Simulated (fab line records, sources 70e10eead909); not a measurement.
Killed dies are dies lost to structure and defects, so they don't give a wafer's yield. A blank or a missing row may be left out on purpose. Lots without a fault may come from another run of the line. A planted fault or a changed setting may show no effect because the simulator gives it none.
Chamber matching | flow nand_harc | NHARC_P_BONDPAD_DESCUM_11 on rie_diel-06: 4 sister chambers
The step chemistry O2, time 3 s. 4 wafers are shown with their chamber, then 9 later ones without.

WAFERS WITH THEIR CHAMBER
wafer  | chamber | oes_product_au (a.u.)
L606.4 | 2       | 0.988
L607.1 | 3       | 1.002
L607.2 | 1       | 1.010
L607.3 | 0       | 0.998

WAFERS WITHOUT THEIR CHAMBER
wafer  | oes_product_au (a.u.)
L609.2 | 0.999
L609.4 | 0.999
L609.6 | 0.999
L608.1 | 0.999
L608.4 | 1.010
L608.6 | 0.997
L617.1 | 0.994
L617.3 | 1.003
L617.4 | 0.994

WHICH CHAMBER EACH WENT THROUGH
wafer  | from the rows above          | in truth
L609.2 | can't be placed: 0 or 3      | 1
L609.4 | can't be placed: 0 or 3      | 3
L609.6 | can't be placed: 0 or 3      | 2
L608.1 | can't be placed: 0 or 3      | 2
L608.4 | 1                            | 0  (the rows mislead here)
L608.6 | can't be placed: 0 or 3      | 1
L617.1 | can't be placed: 0 or 2 or 3 | 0
L617.3 | can't be placed: 3 or 0      | 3
L617.4 | can't be placed: 0 or 2 or 3 | 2
Placed correctly: 0 of 9. Can't be placed from these rows: 8 (the true chamber is among the candidates in 4). Placed wrongly: 1.
How it was worked out, from the rows above alone: a wafer's distance from a chamber is the root of the sum, over the readings, of the square of ((its reading less the chamber's mean) divided by the reading's scatter). The wafer belongs to the nearest chamber; if the next one is less than 2 further off, it can't be placed. A chamber's mean is the mean of its shown wafers. The scatter: with one shown wafer a chamber, the root of the mean of the squares of how far each hidden wafer lies from its nearest shown one.
